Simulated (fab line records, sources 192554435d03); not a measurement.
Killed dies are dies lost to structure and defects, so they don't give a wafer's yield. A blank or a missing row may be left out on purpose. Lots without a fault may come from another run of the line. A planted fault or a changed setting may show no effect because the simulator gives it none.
Which tool did it? | flow n5_finfet | 24 lots, 72 wafers sampled, at 2 steps of a route of 1938

WHAT THE GAUGES READ, wafer by wafer
N5_BEOL_M5_OVL_MEAS_12. Usual: M5_OVL 0.0 nm, standard deviation 0.79.
lot  | measured     | on         | M5_OVL (nm)    | flag
L075 | day 8 12:19  | overlay-02 | -0.1 0.1 0.3   |
L074 | day 8 20:59  | overlay-02 | 0.5 0.1 0.8    |
L076 | day 9 02:46  | overlay-02 | 1.0 1.2 1.5    |
L077 | day 9 08:01  | overlay-02 | 1.4 -0.8 0.0   |
L078 | day 9 10:40  | overlay-01 | 0.2 -0.7 0.4   |
L079 | day 9 22:13  | overlay-01 | 0.5 0.0 0.4    |
L082 | day 10 17:38 | overlay-02 | 0.5 -0.5 0.8   |
L081 | day 10 23:02 | overlay-01 | -0.2 0.6 0.0   |
L080 | day 11 05:02 | overlay-01 | 0.3 -0.1 1.0   |
L084 | day 11 08:40 | overlay-01 | -0.1 0.9 0.9   |
L083 | day 11 10:32 | overlay-01 | -0.6 -0.8 -0.4 |
L085 | day 11 12:10 | overlay-02 | -1.3 -0.7 -0.7 |
L086 | day 12 01:52 | overlay-02 | -1.4 -1.3 -0.3 |
L088 | day 12 21:21 | overlay-02 | 0.4 0.5 1.8    |
L087 | day 12 22:01 | overlay-02 | -1.2 -1.0 0.1  |
L091 | day 13 01:19 | overlay-02 | 0.8 -0.3 -0.7  |
L089 | day 13 06:37 | overlay-01 | 1.1 0.3 0.9    |
L092 | day 14 02:10 | overlay-01 | 2.0 0.1 1.3    |
L090 | day 14 02:29 | overlay-02 | 0.3 -0.3 0.4   |
L093 | day 14 08:43 | overlay-01 | -0.6 0.6 1.0   |
L094 | day 14 21:37 | overlay-02 | 0.1 -1.1 0.1   |
L095 | day 14 21:49 | overlay-02 | 0.3 -0.5 -0.6  |
L096 | day 15 06:50 | overlay-02 | -1.3 -1.8 -0.7 |
L097 | day 15 07:14 | overlay-02 | -0.1 0.0 0.5   |

WHICH TOOL RAN EACH LOT (tool, then ch and the chambers of the sampled wafers, then the start)
lot  | N5_BEOL_M5_CURE_79
L075 | uv_cure-02 ch 0, day 8 10:53
L074 | uv_cure-02 ch 2, day 8 19:59
L076 | uv_cure-01 ch 2, day 9 00:20
L077 | uv_cure-02 ch 1, day 9 05:20
L078 | uv_cure-01 ch 2, day 9 07:35
L079 | uv_cure-03 ch 1, day 9 20:17
L082 | uv_cure-01 ch 0, day 10 15:32
L081 | uv_cure-03 ch 0, day 10 22:05
L080 | uv_cure-02 ch 1, day 11 02:01
L084 | uv_cure-03 ch 0, day 11 07:18
L083 | uv_cure-03 ch 0, day 11 09:27
L085 | uv_cure-02 ch 1, day 11 11:05
L086 | uv_cure-01 ch 1, day 12 00:11
L088 | uv_cure-02 ch 2, day 12 17:43
L087 | uv_cure-03 ch 1, day 12 20:34
L091 | uv_cure-01 ch 2, day 12 23:50
L089 | uv_cure-03 ch 0, day 13 05:02
L092 | uv_cure-02 ch 0, day 13 23:52
L090 | uv_cure-03 ch 1, day 14 00:30
L093 | uv_cure-02 ch 1, day 14 06:46
L094 | uv_cure-03 ch 1, day 14 19:49
L095 | uv_cure-01 ch 1, day 14 20:02
L096 | uv_cure-01 ch 0, day 15 04:48
L097 | uv_cure-03 ch 0, day 15 05:53
- N5_BEOL_M5_CURE_79: cures SiCOH lowk, time 240 s.

WHAT THE TOOLS THEMSELVES READ (means of the sampled wafers that have a number; where no wafer has one, the mark that the record gives instead)
N5_BEOL_M5_CURE_79. Usual: lamp_power_pct 52.31 %, standard deviation 0.052; wafer_temp_C_max 386.9, standard deviation 0.5.
lot  | tool       | lamp_power_pct (%) | wafer_temp_C_max | flag
L075 | uv_cure-02 | 52.31              | 386.4            |
L074 | uv_cure-02 | 52.29              | 386.7            |
L076 | uv_cure-01 | 52.29              | 387.2            |
L077 | uv_cure-02 | 52.31              | 387.2            |
L078 | uv_cure-01 | 52.32              | 387.4            |
L079 | uv_cure-03 | 52.31              | 386.8            |
L082 | uv_cure-01 | 52.31              | 386.6            |
L081 | uv_cure-03 | 52.32              | 386.6            |
L080 | uv_cure-02 | 52.35              | 386.9            |
L084 | uv_cure-03 | 52.36              | 386.5            |
L083 | uv_cure-03 | 52.31              | 386.2            |
L085 | uv_cure-02 | 52.29              | 387.2            |
L086 | uv_cure-01 | 52.32              | 387.2            |
L088 | uv_cure-02 | 52.34              | 386.5            |
L087 | uv_cure-03 | 52.27              | 387.6            |
L091 | uv_cure-01 | 52.32              | 387.5            |
L089 | uv_cure-03 | 52.32              | 386.7            |
L092 | uv_cure-02 | 52.28              | 386.8            |
L090 | uv_cure-03 | 52.29              | 386.6            |
L093 | uv_cure-02 | 52.31              | 386.8            |
L094 | uv_cure-03 | 52.35              | 387.0            |
L095 | uv_cure-01 | 52.31              | 387.2            |
L096 | uv_cure-01 | 52.30              | 386.9            |
L097 | uv_cure-03 | 52.23              | 386.3            |

THE ANSWER, worked out from the rows above alone
Rule: a lot is off if the mean of its wafers that have a number lies more than 3 standard deviations from the usual mean. A lot without any number at a reading at which 4 lots or more have one is off too. The other lots that the step has rows for count as sound. The gauges are gone through in route order, then the tools' own readings, and for those a lot's mean is taken as printed above. The first step at which some lot is off is used, and at that step the reading that is off furthest; a lot without a number counts as furthest.
No lot is off at any reading shown: from this, nothing can be told.

WHAT THE SIMULATOR HAD PUT IN
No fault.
